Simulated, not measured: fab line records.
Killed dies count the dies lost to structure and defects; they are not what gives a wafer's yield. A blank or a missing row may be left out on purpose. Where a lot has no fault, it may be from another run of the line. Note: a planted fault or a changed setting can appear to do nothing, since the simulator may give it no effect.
8D (eight disciplines) problem report, filled in by code    flow nand_harc    the parts of the form that need people (team, actions taken, sign-off) are left out

1. THE PROBLEM
Mean of thk_nm at NHARC_A_ONON_D1_THK_MEAS_21: 1556 nm across 5 wafers in 2 lots; on wafers with no fault it is 1002 nm (standard deviation 7.7). Relative to the usual mean, that is a shift of +72 standard deviations.
The step: measures by ellipsometry.
First observed at day 11 04:16: wafer L705.2, on film_metro-01. The record has a number at this step for 36 wafers belonging to 12 lots. By rule, "out" or "out of limits" means more than 4 standard deviations away from the usual mean. All remaining wafers that have a number are taken as sound.

2. WHAT IT IS, AND WHAT IT ISN'T
question                     is                                      is not
which readings at this step  thk_nm                                  -
which lots                   L704, L705                              L693, L695, L696, L697, L698, L703, L706, L711, L712, L713
which wafers of those lots   L704.2, L704.3, L704.6, L705.2, L705.3  L705.5
read on which gauges         film_metro-01                           film_metro-02
when                         from day 11 04:16                       up to then (19 sound wafers); but 12 sound wafers of L706, L711, L712, L713 came after

3. WHAT RULES OUT EACH SUSPECT
Counting: a tool at a process step up to the reading stays a suspect if it ran every lot that is out. Sound lots after the first of them don't rule it out here, since some wafers of a struck lot are sound.
- the gauge at NHARC_A_ONON_D1_THK_MEAS_21 is ruled out. All the wafers that are out were read on film_metro-01, but those of them that NHARC_END_SORT_01 has rows for are out there too, on other tools.
- rie_diel-04 at NHARC_P_BONDPAD_ACTIVATE_29 (chemistry N2, time 60 s): kept. Every lot that is out went through it, the first being L705 (day 9 18:20); the last sound lot it ran before that was L698 (day 8 02:04).
- pecvd_onon-03 at NHARC_A_ONON_D1_DEP_19 (target thk 1000 nm): kept. Every lot that is out went through it, the first being L705 (day 11 03:49); the last sound lot it ran before that was L703 (day 10 03:29).
The count leaves pecvd_onon-03 at NHARC_A_ONON_D1_DEP_19 and rie_diel-04 at NHARC_P_BONDPAD_ACTIVATE_29.

4. THE CAUSE (what the simulator had put in)
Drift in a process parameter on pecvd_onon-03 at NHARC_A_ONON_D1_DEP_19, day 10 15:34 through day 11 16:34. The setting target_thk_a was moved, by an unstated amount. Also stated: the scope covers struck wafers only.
After counting, 2 suspects remain, this tool included.

5. SEQUENCE OF EFFECTS, ordered by route
Each row: a reading where the mean over the struck wafers with a number is more than 3 standard deviations away from the usual. Readings are gone through only where the record gives a usual standard deviation; hours: the median, over the lots, of the time from a lot's start at the first step in this table giving one to that lot's start at this step; sigmas: the change measured in usual standard deviations.
hours  step                         reading          usual    on struck wafers  change  sigmas
0      NHARC_A_ONON_D1_THK_MEAS_21  thk_nm           1002 nm  1556              +554    +72
262    NHARC_END_SORT_01            killed_at_array  26       670               +644    +66
262    NHARC_END_SORT_01            killed_dies      31       677               +646    +67

6. WHAT WOULD HAVE CAUGHT IT SOONER
Counted from the fault's start at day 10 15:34, it took 13 hours until the first out-of-limits reading at a measuring or inspecting step in this record, taken at day 11 04:16.
Tool readings at NHARC_A_ONON_D1_DEP_19 with a usual standard deviation given in the record: none out on any struck wafer, hence no alarm at a limit of 4 standard deviations on them.
Each of the lots that are out, 2 in all, had begun NHARC_A_ONON_D1_DEP_19 on pecvd_onon-03 no later than day 11 04:16. Had the tool been put on hold then, not one of them would have been saved.
